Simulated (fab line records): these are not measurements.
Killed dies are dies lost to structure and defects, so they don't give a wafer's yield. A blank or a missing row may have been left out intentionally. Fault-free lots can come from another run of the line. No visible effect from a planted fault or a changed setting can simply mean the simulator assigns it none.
fab line records ; flow nand-harc
record lots=12; wafers=36; last-day=24
route steps=1159 shown P_GATE@144 P_CONTACT@235 END@1159
lots untouched by any fault: they come from a run of this same line in which no faults occurred
start-h: hours from the record's first day to the start of the lot's first wafer shown ; wait-h: hours elapsed since this lot's preceding step ; " repeats the value in the row above ; L1.1+2: a single row standing in for several wafers ; - no value present, or no start provided ; * or withheld: withheld ; < > ~ a bound
route shown NAME@n: names a module that has steps shown in the file, with the first one's number in the route ; usual: mean and standard deviation over wafers with no fault ; same: alike in all rows ; chamber/n: place in a boat ; sites: per-site readings ; _std_site: their standard deviation ; _edge_site: the outer-site mean with the inner-site mean subtracted ; radius-mm: how far each site lies from the wafer's centre ; mask NAME#n: copy n ; behind: the most recent tool/chamber to have shaped the wafer ; hold: why the lot was held/for how many hours/how that ended ; device: transistor that didn't switch, given as n, p or np ; end of line: the tests these same wafers got at the end of their route ; where a step has no rows: the recipe by itself ; killed: at the first sort, the dies lost to defects and structure; wafer yield is something else ; map: a wafer's dies, marking killed ones x, the rest . and places with no die _
set.NAME: setting as actually run; set.NAME@STEP: the setting as run at that earlier step ; model.NAME: the simulator's own value behind a step, which no gauge read
one table for each step of the route and one row for each wafer, over a sample of lots
services: from which hour (start-h, from the record's first day; less than 0 if before it) a tool's chamber was out of use, for how many hours, and why
## steps
# step NHARC_P_GATE_DESCUM_31
# recipe time-s=3; o2-flow-sccm=200; ar-flow-sccm=0; bias-power-w=0; chemistry=O2
# usual drypump-motor-current-A=5.80/0.28; oes-product-au=1.001/0.0088; rf-vpp-V=57.8/0.92; showerhead-plenum-p-Torr=1.93/0.096; throttle-valve-pct=11.311/0.0098
# same bias-power-w=0
lot.wafer;tool;chamber;start-h;wait-h;drypump-motor-current-A;oes-product-au;rf-hours-counter-h;rf-vpp-V;showerhead-plenum-p-Torr;throttle-valve-pct
L170.4;rie-diel-07;0;79.68;0.1;6.29;0.991;8;56.3;1.79;11.326
L170.5;rie-diel-07;3;79.68;0.1;5.66;0.999;-;57.2;1.98;11.315
L170.6;rie-diel-07;0;79.68;0.1;6.24;0.998;-;56.6;1.79;11.318
L171.4;rie-diel-07;2;94.87;0.1;6.03;1.007;13;58.2;1.83;11.301
L171.2;rie-diel-07;0;94.87;0.1;6.18;0.994;14;57.8;1.79;11.302
L171.6;rie-diel-07;3;94.87;0.1;5.68;1.012;-;58.5;1.98;11.303
L172.2;rie-diel-10;3;100.65;0.1;5.89;0.996;15;58.3;2.05;11.303
L172.1;rie-diel-10;1;100.65;0.1;5.62;1.022;18;59.4;1.92;11.312
L172.6;rie-diel-10;2;100.65;0.1;6.03;1.011;-;58.3;1.99;11.321
L173.2;rie-diel-03;2;106.97;0.1;5.73;1.003;25;57.5;1.97;11.304
L173.1;rie-diel-03;3;106.97;0.1;6.06;1.012;23;56.3;1.99;11.308
L173.5;rie-diel-03;0;106.97;0.1;5.49;1.000;-;57.9;1.96;11.322
L176.2;rie-diel-10;2;112.99;0.1;6.09;1.016;17;58.3;1.99;11.331
L176.3;rie-diel-10;3;112.99;0.1;5.87;1.000;16;57.2;2.05;11.310
L176.6;rie-diel-10;0;112.99;0.1;5.31;0.996;-;58.5;2.03;11.328
L174.4;rie-diel-10;3;113.48;0.1;5.90;0.996;16;58.0;2.05;11.311
L174.3;rie-diel-10;0;113.48;0.1;5.30;1.007;20;58.2;2.03;11.306
L174.2;rie-diel-10;1;113.48;0.1;5.62;1.009;19;57.9;1.92;11.309
L181.1;rie-diel-10;3;153.63;0.1;5.87;0.990;22;59.0;2.05;11.315
L181.4;rie-diel-10;1;153.63;0.1;5.64;1.005;25;59.8;1.92;11.318
L181.6;rie-diel-10;3;153.63;0.1;5.90;0.979;-;58.7;2.05;11.315
L183.4;rie-diel-10;1;171.69;0.1;5.63;1.015;29;57.1;1.91;11.297
L183.1;rie-diel-10;3;171.69;0.1;5.91;0.994;26;57.1;2.05;11.322
L183.5;rie-diel-10;2;171.69;0.1;6.04;1.006;-;58.9;1.99;11.299
L185.1;rie-diel-07;1;181.14;0.1;5.59;1.009;42;55.5;1.81;11.314
L185.5;rie-diel-07;0;181.14;0.1;6.27;0.992;-;57.7;1.78;11.309
L185.4;rie-diel-07;1;181.14;0.1;5.61;1.003;-;56.4;1.81;11.306
L187.4;rie-diel-07;3;196.33;0.1;5.68;0.994;49;58.5;1.97;11.322
L187.5;rie-diel-07;1;196.33;0.1;5.54;0.991;-;57.1;1.81;11.298
L187.6;rie-diel-07;2;196.33;0.1;6.03;1.003;-;56.9;1.83;11.305
L189.3;rie-diel-10;1;214.65;0.1;5.62;0.997;8;58.7;1.91;11.321
L189.1;rie-diel-10;3;214.65;0.1;5.89;0.987;8;58.0;2.04;11.306
L189.4;rie-diel-10;0;214.65;0.1;5.34;0.981;6;58.5;2.03;11.315
L193.3;rie-diel-10;3;222.04;0.1;5.90;0.990;9;57.4;2.04;11.308
L193.1;rie-diel-10;0;222.04;0.1;5.28;0.998;7;57.9;2.03;11.300
L193.5;rie-diel-10;2;222.04;0.1;6.02;0.997;-;59.4;1.98;11.314
# step NHARC_P_GATE_EXPOSE_43
# recipe na=0.6; target-cd-nm=720; dose-mj=14.81; mask-id=P_NSD
# usual exposure-dose-mJ-cm2=14.811/0.012
lot.wafer;tool;chamber;start-h;wait-h;mask;exposure-dose-mJ-cm2
L170.4;krf-scanner-01;0;91.53;-;P_NSD#0;14.822
L170.5;krf-scanner-01;0;91.53;-;P_NSD#0;14.820
L170.6;krf-scanner-01;0;91.53;-;P_NSD#0;14.808
L171.2;krf-scanner-03;0;106.57;-;P_NSD#0;14.796
L171.4;krf-scanner-03;0;106.57;-;P_NSD#0;14.814
L171.6;krf-scanner-03;0;106.57;-;P_NSD#0;14.809
L172.1;krf-scanner-03;0;112.21;-;P_NSD#0;14.809
L172.2;krf-scanner-03;0;112.21;-;P_NSD#0;14.804
L172.6;krf-scanner-03;0;112.21;-;P_NSD#0;14.817
L173.1;krf-scanner-02;0;118.74;-;P_NSD#0;14.832
L173.2;krf-scanner-02;0;118.74;-;P_NSD#0;14.831
L173.5;krf-scanner-02;0;118.74;-;P_NSD#0;14.838
L176.2;krf-scanner-01;0;124.68;-;P_NSD#0;14.810
L176.3;krf-scanner-01;0;124.68;-;P_NSD#0;14.811
L176.6;krf-scanner-01;0;124.68;-;P_NSD#0;14.800
L174.2;krf-scanner-03;0;128.66;-;P_NSD#0;14.814
L174.3;krf-scanner-03;0;128.66;-;P_NSD#0;14.823
L174.4;krf-scanner-03;0;128.66;-;P_NSD#0;14.800
L181.1;krf-scanner-01;0;167.02;-;P_NSD#0;10.423
L181.4;krf-scanner-01;0;167.02;-;P_NSD#0;10.424
L181.6;krf-scanner-01;0;167.02;-;P_NSD#0;10.422
L183.1;krf-scanner-01;0;183.73;-;P_NSD#0;10.416
L183.4;krf-scanner-01;0;183.73;-;P_NSD#0;10.445
L183.5;krf-scanner-01;0;183.73;-;P_NSD#0;10.434
L185.1;krf-scanner-03;0;192.79;-;P_NSD#0;14.833
L185.4;krf-scanner-03;0;192.79;-;P_NSD#0;14.813
L185.5;krf-scanner-03;0;192.79;-;P_NSD#0;14.818
L187.4;krf-scanner-02;0;208.07;-;P_NSD#0;14.831
L187.5;krf-scanner-02;0;208.07;-;P_NSD#0;14.815
L187.6;krf-scanner-02;0;208.07;-;P_NSD#0;14.811
L189.1;krf-scanner-03;0;232.09;-;P_NSD#0;14.801
L189.3;krf-scanner-03;0;232.09;-;P_NSD#0;14.795
L189.4;krf-scanner-03;0;232.09;-;P_NSD#0;14.820
L193.1;krf-scanner-02;0;240.53;-;P_NSD#0;14.814
L193.3;krf-scanner-02;0;240.53;-;P_NSD#0;14.811
L193.5;krf-scanner-02;0;240.53;-;P_NSD#0;14.814
# step NHARC_P_GATE_CD_MEAS_46
# recipe target-cd-nm=720; landing-energy-ev=500
# usual cd-nm=720.2/1.2
lot.wafer;tool;chamber;start-h;wait-h;cd-nm
L170.4;cd-sem-03;0;91.68;-;719.2
L170.5;cd-sem-03;0;91.68;-;718.4
L170.6;cd-sem-03;0;91.68;-;721.2
L171.2;cd-sem-02;0;106.73;-;721.6
L171.4;cd-sem-02;0;106.73;-;723.7
L171.6;cd-sem-02;0;106.73;-;722.6
L172.1;cd-sem-01;0;112.37;-;719.2
L172.2;cd-sem-01;0;112.37;-;718.6
L172.6;cd-sem-01;0;112.37;-;719.5
L173.1;cd-sem-02;0;118.90;-;719.5
L173.2;cd-sem-02;0;118.90;-;720.2
L173.5;cd-sem-02;0;118.90;-;720.5
L176.2;cd-sem-02;0;124.83;-;720.0
L176.3;cd-sem-02;0;124.83;-;719.7
L176.6;cd-sem-02;0;124.83;-;720.8
L174.2;cd-sem-01;0;128.82;-;720.7
L174.3;cd-sem-01;0;128.82;-;720.9
L174.4;cd-sem-01;0;128.82;-;717.2
L181.1;cd-sem-03;0;167.18;-;658.8
L181.4;cd-sem-03;0;167.18;-;659.6
L181.6;cd-sem-03;0;167.18;-;660.2
L183.1;cd-sem-02;0;183.89;-;658.9
L183.4;cd-sem-02;0;183.89;-;659.4
L183.5;cd-sem-02;0;183.89;-;658.9
L185.1;cd-sem-02;0;192.95;-;722.3
L185.4;cd-sem-02;0;192.95;-;720.9
L185.5;cd-sem-02;0;192.95;-;721.0
L187.4;cd-sem-03;0;208.22;-;720.8
L187.5;cd-sem-03;0;208.22;-;718.6
L187.6;cd-sem-03;0;208.22;-;719.2
L189.1;cd-sem-03;0;232.24;-;718.6
L189.3;cd-sem-03;0;232.24;-;721.0
L189.4;cd-sem-03;0;232.24;-;722.6
L193.1;cd-sem-03;0;240.69;-;721.3
L193.3;cd-sem-03;0;240.69;-;720.5
L193.5;cd-sem-03;0;240.69;-;720.8
# step NHARC_P_GATE_RTA_82
# recipe temp-c=450; time-s=30
# usual lamp-power-pct=4.259/0.012; wafer_temp_C_max=452.1/0.43
lot.wafer;tool;chamber;start-h;wait-h;lamp-power-pct;wafer_temp_C_max
L170.4;rtp-anneal-01;0;98.16;-;4.252;451.5
L170.5;rtp-anneal-01;0;98.16;-;4.248;451.7
L170.6;rtp-anneal-01;0;98.16;-;4.254;453.2
L171.2;rtp-anneal-01;0;113.11;-;4.247;452.6
L171.4;rtp-anneal-01;0;113.11;-;4.251;451.4
L171.6;rtp-anneal-01;0;113.11;-;4.253;452.5
L172.1;rtp-anneal-02;0;118.92;-;4.281;451.8
L172.2;rtp-anneal-02;0;118.92;-;4.273;451.6
L172.6;rtp-anneal-02;0;118.92;-;4.273;451.7
L173.1;rtp-anneal-02;0;125.14;-;4.272;451.6
L173.2;rtp-anneal-02;0;125.14;-;4.276;452.6
L173.5;rtp-anneal-02;0;125.14;-;4.271;451.5
L176.2;rtp-anneal-01;0;131.54;-;4.250;452.3
L176.3;rtp-anneal-01;0;131.54;-;4.248;451.6
L176.6;rtp-anneal-01;0;131.54;-;4.249;451.8
L174.2;rtp-anneal-01;0;135.63;-;4.249;451.4
L174.3;rtp-anneal-01;0;135.63;-;4.254;452.0
L174.4;rtp-anneal-01;0;135.63;-;4.249;453.1
L181.1;rtp-anneal-01;0;173.52;-;4.253;451.8
L181.4;rtp-anneal-01;0;173.52;-;4.254;451.4
L181.6;rtp-anneal-01;0;173.52;-;4.249;453.2
L183.1;rtp-anneal-02;0;191.53;-;4.278;452.3
L183.4;rtp-anneal-02;0;191.53;-;4.270;451.9
L183.5;rtp-anneal-02;0;191.53;-;4.279;452.2
L185.1;rtp-anneal-02;0;199.35;-;4.271;452.4
L185.4;rtp-anneal-02;0;199.35;-;4.263;451.5
L185.5;rtp-anneal-02;0;199.35;-;4.276;452.1
L187.4;rtp-anneal-01;0;215.00;-;4.250;452.0
L187.5;rtp-anneal-01;0;215.00;-;4.249;451.4
L187.6;rtp-anneal-01;0;215.00;-;4.245;452.1
L189.1;rtp-anneal-01;0;239.07;-;4.248;451.6
L189.3;rtp-anneal-01;0;239.07;-;4.252;452.3
L189.4;rtp-anneal-01;0;239.07;-;4.249;453.2
L193.1;rtp-anneal-01;0;246.92;-;4.250;451.7
L193.3;rtp-anneal-01;0;246.92;-;4.246;452.1
L193.5;rtp-anneal-01;0;246.92;-;4.253;451.4
# step NHARC_P_CONTACT_DESCUM_17
# recipe time-s=3; o2-flow-sccm=200; ar-flow-sccm=0; bias-power-w=0; chemistry=O2
# usual drypump-motor-current-A=5.7/0.41; oes-product-au=0.999/0.0075; rf-vpp-V=57.7/0.96; showerhead-plenum-p-Torr=1.93/0.087; throttle-valve-pct=11.312/0.0098
# same bias-power-w=0
lot.wafer;tool;chamber;start-h;wait-h;drypump-motor-current-A;oes-product-au;rf-hours-counter-h;rf-vpp-V;showerhead-plenum-p-Torr;throttle-valve-pct
L170.4;rie-diel-12;0;100.09;0.1;5.7;1.000;8;57.2;1.98;11.313
L170.6;rie-diel-12;3;100.09;0.1;4.9;0.995;-;56.9;1.91;11.311
L170.5;rie-diel-12;0;100.09;0.1;5.7;1.005;-;58.1;1.98;11.308
L171.2;rie-diel-01;3;115.24;0.1;5.6;1.009;15;58.8;1.82;11.298
L171.4;rie-diel-01;3;115.24;0.1;5.6;1.005;-;56.9;1.82;11.317
L171.6;rie-diel-01;2;115.24;0.1;6.1;1.008;-;58.1;2.03;11.314
L172.2;rie-diel-12;0;120.96;0.1;5.7;0.999;9;57.8;1.98;11.323
L172.1;rie-diel-12;1;120.96;0.1;5.6;1.000;7;57.5;2.01;11.303
L172.6;rie-diel-12;3;120.96;0.1;4.8;1.005;-;56.7;1.91;11.311
L173.1;rie-diel-01;1;127.17;0.1;6.2;0.993;14;58.0;2.06;11.307
L173.2;rie-diel-01;2;127.17;0.1;6.2;1.010;17;59.1;2.03;11.312
L173.5;rie-diel-01;0;127.17;0.1;5.4;0.998;-;57.9;1.90;11.327
L176.3;rie-diel-02;1;133.53;0.1;5.4;1.003;54;58.1;1.81;11.318
L176.2;rie-diel-02;0;133.53;0.1;5.9;0.997;57;59.0;1.89;11.311
L176.6;rie-diel-02;1;133.53;0.1;5.4;0.997;-;58.4;1.81;11.314
L174.4;rie-diel-12;0;137.51;0.1;5.7;1.003;11;58.3;1.98;11.309
L174.3;rie-diel-12;1;137.51;0.1;5.6;0.997;9;58.2;2.01;11.317
L174.2;rie-diel-12;2;137.51;0.1;6.1;1.002;10;57.5;1.84;11.316
L181.4;rie-diel-01;3;175.83;0.1;5.6;1.011;2;58.7;1.82;11.302
L181.1;rie-diel-01;0;175.83;0.1;5.4;1.003;2;56.3;1.90;11.321
L181.6;rie-diel-01;0;175.83;0.1;5.4;1.001;-;55.9;1.90;11.298
L183.1;rie-diel-01;1;193.90;0.1;6.2;1.000;4;58.0;2.06;11.330
L183.4;rie-diel-01;2;193.90;0.1;6.1;0.986;4;57.6;2.03;11.298
L183.5;rie-diel-01;1;193.90;0.1;6.2;0.996;-;56.9;2.06;11.305
L185.1;rie-diel-01;2;201.36;0.1;6.1;0.988;5;58.1;2.03;11.319
L185.4;rie-diel-01;0;201.36;0.1;5.4;0.988;4;59.3;1.90;11.306
L185.5;rie-diel-01;2;201.36;0.1;6.2;0.983;-;58.9;2.03;11.303
L187.4;rie-diel-01;3;216.98;0.1;5.6;0.988;7;58.0;1.82;11.296
L187.6;rie-diel-01;2;216.98;0.1;6.1;0.986;-;58.9;2.03;11.307
L187.5;rie-diel-01;3;216.98;0.1;5.6;0.993;-;58.1;1.82;11.307
L189.3;rie-diel-01;0;240.94;0.1;5.4;0.993;8;57.8;1.90;11.324
L189.1;rie-diel-01;1;240.94;0.1;6.2;0.994;8;59.9;2.06;11.303
L189.4;rie-diel-01;2;240.94;0.1;6.2;1.000;9;57.9;2.03;11.310
L193.3;rie-diel-12;0;249.07;0.1;5.7;1.005;4;57.7;1.97;11.316
L193.1;rie-diel-12;2;249.07;0.1;6.0;0.994;4;56.5;1.84;11.314
L193.5;rie-diel-12;1;249.07;0.1;5.6;1.003;-;57.0;2.01;11.312
# step NHARC_END_SORT_01
# recipe temp-c=25
# usual killed-at-array=28/12; killed-at-other=0.8/1.1; killed-at-periphery=3.6/2.3; killed-dies=32/12; killed-open=3.4/1.9; killed-short=2.0/1.3
# same gross-dies=677
lot.wafer;tool;chamber;start-h;wait-h;killed-at-array;killed-at-other;killed-at-periphery;killed-dies;killed-open;killed-short
L181.1;prober-01;0;511.89;2.5;19;1;3;23;4;0
L181.4;prober-01;0;514.29;3.4;25;0;4;29;3;0
L181.6;prober-01;0;515.89;4.0;19;1;8;28;5;1
# killed by level:class
L181.1 A_CHANNEL_HOLE_D1:chamber-film-flake=12 A_STAIRCASE:chamber-film-flake=4 A_M0:geometric-particle:open=2 P_GATE:area-expose=2 P_CONTACT:geometric-particle:open=1 A_CONTACT:geometric-particle:open=1 HYBRID_BOND:latent=1
L181.4 A_CHANNEL_HOLE_D1:chamber-film-flake=20 A_M0:geometric-particle:open=2 A_STAIRCASE:chamber-film-flake=2 P_GATE:area-expose=2 P_M0:geometric-particle:open=1 P_STI:chamber-film-flake=1 A_CONTACT:chamber-film-flake=1
L181.6 A_CHANNEL_HOLE_D1:chamber-film-flake=14 P_M0:geometric-particle:open=2 P_GATE:chamber-film-flake=2 A_CONTACT:chamber-film-flake=2 P_GATE:area-expose=2 P_M0:geometric-particle:short=1 A_ONON_D1:geometric-particle:open=1 A_CHANNEL_FILL_D1:geometric-particle:open=1
## services
tool;chamber;start-h;hours;kind
krf-scanner-01;-;77.76;0.3;repair
rie-diel-01;0;82.88;3.0;repair
krf-scanner-01;-;84.00;4.0;pm
rie-diel-01;1;87.84;4.6;repair
rie-diel-01;1;105.30;11.1;repair
rie-diel-01;0;106.47;9.3;repair
krf-scanner-01;-;116.77;0.3;repair
krf-scanner-01;-;118.14;0.6;repair
rie-diel-10;-;126.92;0.3;repair
rie-diel-12;2;141.04;1.8;repair
rie-diel-01;-;146.07;9.0;pm
krf-scanner-03;-;168.00;4.0;pm
rie-diel-12;3;169.24;20.2;repair
rie-diel-12;0;175.37;2.7;repair
rie-diel-10;-;176.58;9.0;pm
rie-diel-07;2;177.36;4.5;repair
rie-diel-10;0;188.05;8.4;repair
rie-diel-01;-;189.61;0.3;repair
krf-scanner-01;-;194.66;2.3;repair
rie-diel-12;-;202.43;9.0;pm
rie-diel-01;0;224.17;1.5;repair
rie-diel-12;1;226.65;5.4;repair
rie-diel-07;-;228.37;9.0;pm
krf-scanner-03;-;238.45;3.1;repair
## key
first-sign step=NHARC_P_GATE_EXPOSE_43; reading=exposure-dose-mJ-cm2; direction=down; sigmas=99+; usual=14.811; struck=10.427
effect step=NHARC_P_GATE_CD_MEAS_46; reading=cd-nm; direction=down; sigmas=49; usual=720.2; struck=659.3
met-at NHARC_P_GATE_EXPOSE_43
struck-lots L181,L183
sort-left-out L183.1,L183.4,L183.5
tester-left-out L181,L183
not-acting-at NHARC_P_GATE_DESCUM_31,NHARC_P_GATE_RTA_82,NHARC_P_CONTACT_DESCUM_17
onset-between 124.68 167.02
fault kind=process-parameter-drift; tool=krf-scanner-01; chamber=-; onset-h=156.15; steps=NHARC_P_GATE_EXPOSE_43; channel=dose-mj; offset=-4.3763; shape=step; acts-in=these-recipes-only; stated=14.81
# tester-left-out: of these lots the tester's yield and bins aren't shown, on N5 and GAA mostly nor the transistor test; their killed dies are dies lost to structure and defects alone, not to doping, threshold or leakage, so they don't give the yield
# sort-left-out: the simulated sort isn't trusted on such a fault, so these wafers' sort isn't shown, and their yield isn't known
